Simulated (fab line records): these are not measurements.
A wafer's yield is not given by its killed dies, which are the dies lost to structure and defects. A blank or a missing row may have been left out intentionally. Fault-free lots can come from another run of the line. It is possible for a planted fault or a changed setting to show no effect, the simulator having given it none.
fab line records ; flow nandHarc
record: lots: 6; wafers: 18; lastDay: 33
route steps=1302 shown P_M0@280 P_M1@285
lots that met no fault: taken from a fault-free run of the same line
startH: hours from the record's first day to the start of the lot's first wafer shown ; waitH: hours from the lot's prior step to this one ; " identical to the entry in the row above ; L1.1+2: one row covering several wafers at once ; - no value, or no start was given ; * or withheld: withheld ; < > ~ a bound
route shown NAME@n: names a module that has steps shown in the file, with the first one's number in the route ; usual: mean and standard deviation over wafers with no fault ; same: alike in all rows ; chamber/n: place in a boat ; sites: readings site by site ; _std_site: their standard deviation ; _edge_site: mean of outer sites minus mean of inner sites ; radiusMm: how far each site lies from the wafer's centre ; mask NAME#n: copy n ; behind: the tool/chamber that last shaped the wafer ; hold: the reason the lot was held/the length of the hold in hours/how it ended ; device: the transistor (n, p or np) that didn't switch ; end of line: tests of these same wafers at the route's end ; a step with no rows: only its recipe ; killed: at the first sort, the dies lost to defects and structure; wafer yield is something else ; map: a wafer's dies, marking killed ones x, the rest . and places with no die _
set.NAME: the setting the step ran with; set.NAME@STEP: the setting that earlier step ran with ; model.NAME: the simulator's own value behind a step, which no gauge read
certain route steps with their lots: each step a table, each wafer a row
services: a tool's chamber out of use, with start hour (startH, from the record's first day; less than 0 if before it), hours out, and reason
== steps ==
step: NHARC_P_M0_SRD_25
step: NHARC_P_M0_INSPECT_27
usual: rawDefectCount: 343/130
lot.wafer;tool;chamber;startH;waitH;rawDefectCount
L950.2;defectInspect-02;-;135.84;0.0;278
L950.3;defectInspect-02;-;135.84;0.0;534
L950.4;defectInspect-02;-;135.84;0.0;432
L956.2;defectInspect-01;-;188.87;0.0;228
L956.4;defectInspect-01;-;188.87;0.0;252
L956.6;defectInspect-01;-;188.87;0.0;152
L958.3;defectInspect-02;-;210.04;0.0;278
L958.5;defectInspect-02;-;210.04;0.0;472
L958.6;defectInspect-02;-;210.04;0.0;269
L968.1;defectInspect-01;-;320.55;0.0;243
L968.3;defectInspect-01;-;320.55;0.0;271
L968.4;defectInspect-01;-;320.55;0.0;322
L970.2;defectInspect-02;-;328.59;0.0;358
L970.4;defectInspect-02;-;328.59;0.0;378
L970.5;defectInspect-02;-;328.59;0.0;363
L971.4;defectInspect-01;-;344.40;0.0;152
L971.5;defectInspect-01;-;344.40;0.0;280
L971.6;defectInspect-01;-;344.40;0.0;337
step: NHARC_P_M0_PRE_CLEAN_31
recipe: timeS: 12; tempC: 370; rfPowerW: 300; gas: NH3
usual: heaterPowerOuterW: 348/52; heaterPowerW: 612/77; susceptorTempC: 369.99/0.22
lot.wafer;tool;chamber;startH;waitH;heaterPowerOuterW;heaterPowerW;susceptorTempC
L950.2;pecvd-02;1;135.90;0.1;338;580;370.01
L950.3;pecvd-02;2;135.90;0.1;344;609;369.71
L950.4;pecvd-02;0;135.90;0.1;366;701;370.55
L956.2;pecvd-04;0;188.93;0.1;402;735;369.97
L956.6;pecvd-04;0;188.93;0.1;386;731;370.14
L956.4;pecvd-04;2;188.93;0.1;324;593;370.39
L958.3;pecvd-04;1;210.12;0.1;268;497;369.87
L958.6;pecvd-04;1;210.12;0.1;279;495;369.83
L958.5;pecvd-04;2;210.12;0.1;287;546;369.86
L968.3;pecvd-02;2;320.63;0.1;302;533;369.42
L968.1;pecvd-02;0;320.63;0.1;388;684;370.36
L968.4;pecvd-02;0;320.63;0.1;386;665;370.41
L970.2;pecvd-01;0;328.68;0.1;412;661;369.73
L970.4;pecvd-01;1;328.68;0.1;358;600;369.88
L970.5;pecvd-01;0;328.68;0.1;426;700;369.96
L971.4;pecvd-04;2;344.59;0.2;350;639;369.77
L971.6;pecvd-04;0;344.59;0.2;393;722;369.80
L971.5;pecvd-04;1;344.59;0.2;246;449;369.79
step: NHARC_P_M0_DEP_32
recipe: targetThkA: 300; tempC: 370; targetThkNm: 30; pressureTorr: 3; flowSccm: 200; rfW: 450; material: SiCN
usual: heaterPowerOuterW: 304/55; heaterPowerW: 555/79; showerheadVppV: 1313/58; susceptorTempC: 370.03/0.21
lot.wafer;tool;chamber;startH;waitH;heaterPowerOuterW;heaterPowerW;showerheadVppV;susceptorTempC
L950.2;pecvd-02;1;135.98;0.1;265;492;1213;369.86
L950.3;pecvd-02;2;135.98;0.1;288;524;1290;369.96
L950.4;pecvd-02;0;135.98;0.1;278;553;1274;370.12
L956.2;pecvd-04;0;189.01;0.1;361;665;1376;370.41
L956.6;pecvd-04;0;189.01;0.1;360;674;1397;370.46
L956.4;pecvd-04;2;189.01;0.1;215;458;1354;370.02
L958.3;pecvd-04;1;210.23;0.1;244;449;1342;369.99
L958.6;pecvd-04;1;210.23;0.1;239;443;1337;369.79
L958.5;pecvd-04;2;210.23;0.1;225;460;1351;370.22
L968.3;pecvd-02;2;320.74;0.1;339;574;1280;369.79
L968.1;pecvd-02;0;320.74;0.1;323;588;1262;369.84
L968.4;pecvd-02;0;320.74;0.1;326;608;1281;369.75
L970.2;pecvd-01;0;328.82;0.1;415;679;1291;370.08
L970.4;pecvd-01;1;328.82;0.1;258;480;1363;369.70
L970.5;pecvd-01;0;328.82;0.1;414;676;1293;369.79
L971.4;pecvd-04;2;344.76;0.2;275;555;1361;370.13
L971.6;pecvd-04;0;344.76;0.2;363;708;1397;370.25
L971.5;pecvd-04;1;344.76;0.2;203;398;1366;369.91
step: NHARC_P_M1_DEP_00
recipe: targetThkA: 1825; targetThkNm: 182.5; tempC: withheld; pressureTorr: 5; flowSccm: 200; rfW: 600; material: SiOC
step: NHARC_P_M1_DEHYDRATE_01
recipe: tempC: 150; timeS: 120
step: NHARC_P_M1_HMDS_02
recipe: timeS: 30
step: NHARC_P_M1_COAT_34
recipe: tempC: 200; timeS: 65
step: NHARC_P_M1_COAT_03
recipe: spinRpm: 1500; resistThkNm: 90
step: NHARC_P_M1_SOFTBAKE_04
recipe: tempC: 105; timeS: 55
step: NHARC_P_M1_EBR_05
step: NHARC_P_M1_EXPOSE_06
recipe: na: 1.35; targetCdNm: 130; doseMj: 81.88; maskId: P_M1
usual: focusOffsetNm: 0.1/0.47; reticleTempC: 22.99/0.1
lot.wafer;tool;chamber;startH;waitH;mask;focusOffsetNm;reticleTempC
L950.2;arfiScanner-01;0;137.07;-;P_M1#0;0.2;22.80
L950.3;arfiScanner-01;0;137.07;-;P_M1#0;0.7;22.77
L950.4;arfiScanner-01;0;137.07;-;P_M1#0;0.0;22.87
L956.2;arfiScanner-03;0;190.00;-;P_M1#0;0.2;22.91
L956.4;arfiScanner-03;0;190.00;-;P_M1#0;0.3;22.96
L956.6;arfiScanner-03;0;190.00;-;P_M1#0;0.4;22.90
L958.3;arfiScanner-03;0;211.30;-;P_M1#0;-0.2;22.91
L958.5;arfiScanner-03;0;211.30;-;P_M1#0;-0.2;22.93
L958.6;arfiScanner-03;0;211.30;-;P_M1#0;0.5;22.93
L968.1;arfiScanner-03;0;321.81;-;P_M1#0;0.9;22.96
L968.3;arfiScanner-03;0;321.81;-;P_M1#0;0.6;22.92
L968.4;arfiScanner-03;0;321.81;-;P_M1#0;0.6;22.88
L970.2;arfiScanner-01;0;329.70;-;P_M1#0;0.1;23.06
L970.4;arfiScanner-01;0;329.70;-;P_M1#0;0.0;23.05
L970.5;arfiScanner-01;0;329.70;-;P_M1#0;0.0;22.97
L971.4;arfiScanner-03;0;345.75;-;P_M1#0;0.0;23.24
L971.5;arfiScanner-03;0;345.75;-;P_M1#0;0.0;23.04
L971.6;arfiScanner-03;0;345.75;-;P_M1#0;-0.2;23.20
step: NHARC_P_M1_PEB_07
recipe: pebTempC: 100; pebTimeS: 65
step: NHARC_P_M1_DEVELOP_08
recipe: developTimeS: 35; devTempC: 23
step: NHARC_P_M1_CD_MEAS_09
recipe: targetCdNm: 130; landingEnergyEv: 500
usual: cdNm: 129.9/0.6
lot.wafer;tool;chamber;startH;waitH;cdNm
L950.2;cdSem-02;0;137.21;-;129.8
L950.3;cdSem-02;0;137.21;-;129.2
L950.4;cdSem-02;0;137.21;-;129.5
L956.2;cdSem-03;0;190.14;-;129.9
L956.4;cdSem-03;0;190.14;-;130.6
L956.6;cdSem-03;0;190.14;-;129.2
L958.3;cdSem-03;0;211.44;-;129.4
L958.5;cdSem-03;0;211.44;-;130.4
L958.6;cdSem-03;0;211.44;-;129.4
L968.1;cdSem-03;0;321.95;-;-
L968.3;cdSem-03;0;321.95;-;-
L968.4;cdSem-03;0;321.95;-;-
L970.2;cdSem-03;0;329.83;-;129.5
L970.4;cdSem-03;0;329.83;-;130.5
L970.5;cdSem-03;0;329.83;-;130.3
L971.4;cdSem-03;0;345.89;-;-
L971.5;cdSem-03;0;345.89;-;-
L971.6;cdSem-03;0;345.89;-;-
step: NHARC_P_M1_OVL_MEAS_10
recipe: pitchNm: 260
usual: overlayXNm: -0.1/0.83; overlayYNm: 0.0/0.85
lot.wafer;tool;chamber;startH;waitH;overlayXNm;overlayYNm
L950.2;overlay-01;-;137.29;-;-0.1;0.8
L950.3;overlay-01;-;137.29;-;0.1;0.9
L950.4;overlay-01;-;137.29;-;-0.5;1.1
L956.2;overlay-01;-;190.22;-;1.4;1.6
L956.4;overlay-01;-;190.22;-;1.6;1.7
L956.6;overlay-01;-;190.22;-;1.6;1.7
L958.3;overlay-01;-;211.52;-;-1.7;-0.3
L958.5;overlay-01;-;211.52;-;-2.3;-0.3
L958.6;overlay-01;-;211.52;-;-2.0;-0.2
L968.1;overlay-01;-;322.04;-;-1.0;0.0
L968.3;overlay-01;-;322.04;-;-1.5;0.2
L968.4;overlay-01;-;322.04;-;-1.3;-0.3
L970.2;overlay-01;-;329.92;-;-1.5;-0.1
L970.4;overlay-01;-;329.92;-;-0.4;-0.1
L970.5;overlay-01;-;329.92;-;-0.7;-0.2
L971.4;overlay-01;-;345.97;-;0.3;1.2
L971.5;overlay-01;-;345.97;-;0.1;1.0
L971.6;overlay-01;-;345.97;-;0.4;0.6
step: NHARC_P_M1_INSPECT_11
usual: rawDefectCount: 5/3.1
lot.wafer;tool;chamber;startH;waitH;rawDefectCount
L950.2;defectInspect-02;-;137.33;0.0;5
L950.3;defectInspect-02;-;137.33;0.0;5
L950.4;defectInspect-02;-;137.33;0.0;3
L956.2;defectInspect-02;-;190.26;0.0;3
L956.4;defectInspect-02;-;190.26;0.0;1
L956.6;defectInspect-02;-;190.26;0.0;7
L958.3;defectInspect-01;-;211.56;0.0;2
L958.5;defectInspect-01;-;211.56;0.0;2
L958.6;defectInspect-01;-;211.56;0.0;1
L968.1;defectInspect-01;-;322.08;0.0;2
L968.3;defectInspect-01;-;322.08;0.0;2
L968.4;defectInspect-01;-;322.08;0.0;7
L970.2;defectInspect-01;-;329.96;0.0;7
L970.4;defectInspect-01;-;329.96;0.0;7
L970.5;defectInspect-01;-;329.96;0.0;9
L971.4;defectInspect-01;-;346.00;0.0;8
L971.5;defectInspect-01;-;346.00;0.0;5
L971.6;defectInspect-01;-;346.00;0.0;5
step: NHARC_P_M1_DESCUM_14
recipe: timeS: 3; o2FlowSccm: 200; arFlowSccm: 0; biasPowerW: 0; chemistry: O2
usual: drypumpMotorCurrentA: 5.6/0.57; mfcArSccm: 0.009/0.011; oesProductAu: 0.999/0.0099; rfVppV: 57.8/0.97; showerheadPlenumPTorr: 1.89/0.097; throttleValvePct: 11.311/0.0088
lot.wafer;tool;chamber;startH;waitH;drypumpMotorCurrentA;mfcArSccm;oesProductAu;rfHoursCounterH;rfVppV;showerheadPlenumPTorr;throttleValvePct;model.P_M1.cdNm
L950.4;rieDiel-09;0;137.39;0.1;5.7;0.014;1.018;9;60.6;2.01;11.328;129.2
L950.3;rieDiel-09;1;137.39;0.1;4.7;0;1.012;9;56.0;1.78;11.319;128.9
L950.2;rieDiel-09;2;137.39;0.1;6.3;0;1.008;10;57.5;2.01;11.317;129.7
L956.4;rieDiel-13;3;190.32;0.1;5.4;0.003;0.983;0;59.4;1.98;11.308;129.8
L956.2;rieDiel-13;1;190.32;0.1;6.5;0.003;1.000;0;58.2;1.81;11.318;129.8
L956.6;rieDiel-13;0;190.32;0.1;5.8;0.002;1.004;-;57.7;1.80;11.314;129.1
L958.3;rieDiel-13;3;211.62;0.1;5.4;0.003;0.997;3;59.6;1.97;11.324;129.5
L958.6;rieDiel-13;3;211.62;0.1;5.4;0.003;0.999;-;58.3;1.97;11.304;129.3
L958.5;rieDiel-13;1;211.62;0.1;6.5;0.003;1.000;-;57.8;1.81;11.300;129.8
L968.1;rieDiel-13;0;322.14;0.1;5.8;0.002;0.994;9;57.8;1.80;11.326;130.2
L968.3;rieDiel-13;1;322.14;0.1;6.5;0.003;1.008;11;57.2;1.81;11.306;135.5
L968.4;rieDiel-13;0;322.14;0.1;5.8;0.002;0.995;-;55.9;1.80;11.299;146.5
L970.4;rieDiel-09;2;330.02;0.1;6.3;0;1.006;0;58.2;2.01;11.305;130.8
L970.2;rieDiel-09;1;330.02;0.1;4.7;0;1.025;0;57.7;1.78;11.323;130.1
L970.5;rieDiel-09;2;330.02;0.1;6.3;0;0.997;-;58.4;2.01;11.293;130.1
L971.6;rieDiel-09;2;346.10;0.1;6.3;0;1.007;-;57.6;2.01;11.314;130.3
L971.4;rieDiel-09;0;346.10;0.1;5.7;0.014;1.000;-;58.2;2.01;11.304;130
L971.5;rieDiel-09;1;346.10;0.1;4.7;0;1.033;-;55.8;1.78;11.312;130.4
step: NHARC_P_M1_ETCH_35
recipe: targetDepthA: 400; overetchA: 120; timeS: 43.94; ionEnergyEv: 200; n2FlowSccm: 150; h2FlowSccm: 150; arFlowSccm: 0; rfW: 400; biasW: 150; chemistry: N2/H2
usual: drypumpMotorCurrentA: 5.6/0.58; mfcArSccm: 0.009/0.011; oesProductAu: 0.998/0.0095; rfVppV: 430/3.1; showerheadPlenumPTorr: 2.02/0.11; throttleValvePct: 14.170/0.0087
lot.wafer;tool;chamber;startH;waitH;drypumpMotorCurrentA;mfcArSccm;oesProductAu;rfHoursCounterH;rfVppV;showerheadPlenumPTorr;throttleValvePct
L950.2;rieDiel-09;2;137.48;0.1;6.3;0;1.007;10;434;2.15;14.166
L950.4;rieDiel-09;0;137.48;0.1;5.7;0.014;1.008;9;434;2.15;14.170
L950.3;rieDiel-09;1;137.48;0.1;4.7;0;1.017;9;426;1.90;14.165
L956.4;rieDiel-13;3;190.41;0.1;5.4;0.003;0.991;0;432;2.11;14.159
L956.2;rieDiel-13;0;190.41;0.1;5.8;0.002;1.012;0;426;1.91;14.181
L956.6;rieDiel-13;0;190.41;0.1;5.8;0.002;1.011;-;427;1.91;14.159
L958.3;rieDiel-13;2;211.72;0.1;5.3;0.017;1.002;4;432;2.06;14.170
L958.5;rieDiel-13;2;211.72;0.1;5.3;0.017;0.993;-;432;2.06;14.167
L958.6;rieDiel-13;1;211.72;0.1;6.5;0.003;1.002;-;429;1.93;14.175
L968.3;rieDiel-13;3;322.24;0.1;5.4;0.003;1.004;12;432;2.10;14.172
L968.1;rieDiel-13;1;322.24;0.1;6.5;0.003;1.001;11;427;1.93;14.177
L968.4;rieDiel-13;1;322.24;0.1;6.5;0.003;1.010;-;427;1.93;14.171
L970.2;rieDiel-09;3;330.10;0.1;5.0;0.035;0.994;0;426;1.90;14.173
L970.4;rieDiel-09;0;330.10;0.1;5.7;0.014;0.993;0;433;2.14;14.166
L970.5;rieDiel-09;0;330.10;0.1;5.7;0.014;0.994;-;433;2.14;14.172
L971.6;rieDiel-09;2;346.19;0.1;6.3;0;0.992;-;433;2.14;14.173
L971.4;rieDiel-09;0;346.19;0.1;5.7;0.014;0.982;-;432;2.14;14.168
L971.5;rieDiel-09;1;346.19;0.1;4.7;0;1.017;-;428;1.90;14.171
step: NHARC_P_M1_ETCH_15
recipe: targetDepthA: 1825; timeS: 91.2; c4f8FlowSccm: withheld; arFlowSccm: 400; rfW: 600; biasW: 300; chemistry: C4F8/Ar
usual: oesProductAu: 0.951/0.02; rfVppV: 440/3.2
lot.wafer;tool;chamber;startH;waitH;oesProductAu;rfHoursCounterH;rfVppV
L950.2;rieDiel-09;3;-;-;0.919;10;437
L950.4;rieDiel-09;0;-;-;0.929;9;443
L950.3;rieDiel-09;1;-;-;0.936;9;438
L956.4;rieDiel-13;0;-;-;0.967;0;436
L956.2;rieDiel-13;1;-;-;0.964;0;438
L956.6;rieDiel-13;3;-;-;0.956;-;443
L958.3;rieDiel-13;1;-;-;0.965;3;439
L958.6;rieDiel-13;1;-;-;0.970;-;438
L958.5;rieDiel-13;3;-;-;0.958;-;443
L968.3;rieDiel-13;3;-;-;0.925;12;441
L968.1;rieDiel-13;0;-;-;0.921;9;436
L968.4;rieDiel-13;1;-;-;0.939;-;438
L970.2;rieDiel-09;3;-;-;0.947;0;437
L970.4;rieDiel-09;1;-;-;0.991;0;438
L970.5;rieDiel-09;0;-;-;0.964;-;444
L971.4;rieDiel-09;2;-;-;0.959;-;445
L971.5;rieDiel-09;0;-;-;0.946;-;444
L971.6;rieDiel-09;1;-;-;0.969;-;437
step: NHARC_P_M1_CD_MEAS_16
usual: cdNm: 129.8/0.66
lot.wafer;tool;chamber;startH;waitH;cdNm
L950.2;cdSem-02;-;137.70;-;129.8
L950.3;cdSem-02;-;137.70;-;129.6
L950.4;cdSem-02;-;137.70;-;129.7
L956.2;cdSem-02;-;190.63;-;129.4
L956.4;cdSem-02;-;190.63;-;128.9
L956.6;cdSem-02;-;190.63;-;128.8
L958.3;cdSem-02;-;212.07;-;128.6
L958.5;cdSem-02;-;212.07;-;129.5
L958.6;cdSem-02;-;212.07;-;129.4
L968.1;cdSem-02;-;322.48;-;-
L968.3;cdSem-02;-;322.48;-;-
L968.4;cdSem-02;-;322.48;-;-
L970.2;cdSem-01;-;330.32;-;129.5
L970.4;cdSem-01;-;330.32;-;131.4
L970.5;cdSem-01;-;330.32;-;130.5
L971.4;cdSem-01;-;346.42;-;-
L971.5;cdSem-01;-;346.42;-;-
L971.6;cdSem-01;-;346.42;-;-
step: NHARC_P_M1_STRIP_18
recipe: powerW: 1000; n2FlowSccm: 150; h2FlowSccm: 150; arFlowSccm: 0; biasW: 0; chemistry: N2/H2
usual: drypumpMotorCurrentA: 5.6/0.55; mfcArSccm: 0.009/0.011; oesProductAu: 0.999/0.0099; rfVppV: 90.6/1; showerheadPlenumPTorr: 2.02/0.1; throttleValvePct: 14.172/0.0088
lot.wafer;tool;chamber;startH;waitH;drypumpMotorCurrentA;mfcArSccm;oesProductAu;rfHoursCounterH;rfVppV;showerheadPlenumPTorr;throttleValvePct
L950.4;rieDiel-13;2;137.77;0.1;5.2;0.017;0.999;11;91.3;2.06;14.158
L950.2;rieDiel-13;3;137.77;0.1;5.4;0.003;0.996;12;90.7;2.11;14.170
L950.3;rieDiel-13;0;137.77;0.1;5.8;0.002;0.997;10;90.0;1.91;14.175
L956.4;rieDiel-09;1;190.70;0.1;4.8;0;1.002;3;90.8;1.90;14.173
L956.2;rieDiel-09;3;190.70;0.1;5.1;0.035;0.994;2;89.0;1.91;14.170
L956.6;rieDiel-09;2;190.70;0.1;6.3;0;0.989;-;89.3;2.14;14.181
L958.3;rieDiel-13;2;212.21;0.1;5.3;0.017;0.993;4;91.0;2.06;14.187
L958.5;rieDiel-13;3;212.21;0.1;5.4;0.003;0.996;-;91.9;2.11;14.174
L958.6;rieDiel-13;1;212.21;0.1;6.5;0.003;1.004;-;90.1;1.93;14.169
L968.3;rieDiel-13;1;322.56;0.1;6.5;0.003;1.008;11;90.7;1.93;14.166
L968.1;rieDiel-13;0;322.56;0.1;5.8;0.002;0.994;9;88.6;1.91;14.173
L968.4;rieDiel-13;1;322.56;0.1;6.5;0.003;1.008;-;90.4;1.93;14.166
L970.2;rieDiel-09;1;330.40;0.1;4.7;0;1.017;0;89.1;1.90;14.156
L970.4;rieDiel-09;0;330.40;0.1;5.7;0.014;0.989;0;91.0;2.14;14.189
L970.5;rieDiel-09;2;330.40;0.1;6.3;0;1.013;-;91.6;2.14;14.167
L971.5;rieDiel-09;2;346.59;0.2;6.3;0;1.005;-;88.0;2.14;14.188
L971.4;rieDiel-09;0;346.59;0.2;5.7;0.014;1.001;-;89.1;2.14;14.167
L971.6;rieDiel-09;1;346.59;0.2;4.7;0;1.031;-;89.7;1.89;14.171
step: NHARC_P_M1_ETCH_28
recipe: targetDepthA: 300; overEtchFrac: 0.3; timeS: 72.99; ionEnergyEv: 150; cf4FlowSccm: 50; n2FlowSccm: 100; arFlowSccm: 150; rfW: 300; biasW: 100; chemistry: CF4/N2
usual: drypumpMotorCurrentA: 5.6/0.54; mfcArSccm: 150.0/0.44; oesProductAu: 0.999/0.01; rfVppV: 313.6/2.1; showerheadPlenumPTorr: 2.60/0.12; throttleValvePct: 19.794/0.0095
lot.wafer;tool;chamber;startH;waitH;drypumpMotorCurrentA;mfcArSccm;oesProductAu;rfHoursCounterH;rfVppV;showerheadPlenumPTorr;throttleValvePct;model.P_M1.cdNm
L950.4;rieDiel-13;2;-;-;5.3;150.8;1.007;11;315.1;2.65;19.807;129.3
L950.2;rieDiel-13;3;-;-;5.4;150.3;1.007;12;313.7;2.71;19.785;130.1
L950.3;rieDiel-13;0;-;-;5.8;150.1;0.989;10;311.1;2.48;19.809;129.7
L956.2;rieDiel-09;3;-;-;5.0;149.6;0.980;2;309.8;2.47;19.798;129.9
L956.4;rieDiel-09;0;-;-;5.7;149.3;0.984;3;315.8;2.75;19.792;129.1
L956.6;rieDiel-09;3;-;-;5.0;149.6;0.987;-;311.7;2.47;19.798;129.7
L958.3;rieDiel-13;2;-;-;5.3;150.3;0.997;4;314.7;2.65;19.805;128.4
L958.6;rieDiel-13;1;-;-;6.5;149.8;1.007;-;312.6;2.49;19.780;130
L958.5;rieDiel-13;2;-;-;5.3;150.0;0.995;-;314.7;2.65;19.798;130
L968.3;rieDiel-13;0;-;-;5.8;150.3;1.002;9;311.2;2.47;19.775;135.5
L968.1;rieDiel-13;1;-;-;6.5;149.6;1.018;11;312.9;2.49;19.788;130.8
L968.4;rieDiel-13;1;-;-;6.5;149.7;1.009;-;312.5;2.49;19.786;147.2
L970.4;rieDiel-09;2;-;-;6.3;150.2;0.995;0;316.2;2.75;19.790;130.1
L970.2;rieDiel-09;3;-;-;5.0;150.1;0.992;0;312.3;2.46;19.801;128.9
L970.5;rieDiel-09;2;-;-;6.3;150.4;0.993;-;315.9;2.75;19.800;131.2
L971.6;rieDiel-09;2;-;-;6.3;149.9;1.002;-;315.9;2.75;19.795;130.1
L971.5;rieDiel-09;0;-;-;5.7;149.9;0.995;-;314.9;2.75;19.806;131.4
L971.4;rieDiel-09;1;-;-;4.7;150.3;1.025;-;312.1;2.45;19.784;129.1
step: NHARC_P_M1_STRIP_19
recipe: timeS: 600; tempC: 30; chemistry: postEtchResidueRemover
== services ==
tool;chamber;startH;hours;kind
arfiScanner-03;-;122.64;22.2;repair
rieDiel-13;-;127.62;0.3;repair
pecvd-01;-;130.00;13.0;pm
rieDiel-09;-;143.10;9.0;pm
rieDiel-13;-;165.21;9.0;pm
rieDiel-09;2;171.90;8.6;repair
pecvd-04;1;174.83;7.5;repair
arfiScanner-01;-;186.35;3.7;repair
rieDiel-13;0;202.66;15.2;repair
arfiScanner-03;-;225.67;4.0;pm
pecvd-02;-;227.06;13.0;pm
arfiScanner-01;-;252.00;4.0;pm
rieDiel-13;3;252.32;1.5;repair
pecvd-01;1;253.20;4.9;repair
arfiScanner-01;-;259.83;6.5;repair
pecvd-04;-;269.23;13.0;pm
rieDiel-09;1;278.77;8.3;repair
arfiScanner-03;-;280.09;6.4;repair
rieDiel-13;0;285.25;3.4;repair
arfiScanner-01;-;308.71;0.7;repair
rieDiel-13;2;316.63;7.3;repair
rieDiel-09;-;320.10;9.0;pm
rieDiel-13;-;342.21;9.0;pm
rieDiel-09;3;345.73;4.9;repair
== key ==
firstSign: step: NHARC_P_M1_CD_MEAS_09; reading: cdNm; direction: missing
effect: step: NHARC_P_M1_CD_MEAS_16; reading: cdNm; direction: missing
modelEffect: step: NHARC_P_M1_DESCUM_14; value: P_M1.cdNm; without: 130; struck: 133.8
modelEffect: step: NHARC_P_M1_ETCH_28; value: P_M1.cdNm; without: 130.1; struck: 134
metAt NHARC_P_M1_EXPOSE_06
struckWafers L968.1,L968.3,L968.4,L971.4,L971.5,L971.6
onsetBetween 211.30 321.81
fault: kind: processParameterDrift; tool: arfiScanner-03; chamber: -; onsetH: 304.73; steps: NHARC_P_M1_EXPOSE_06; channel: focusNm; offset: 186.42; spreadByWafer: 0.3; shape: step; endH: 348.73
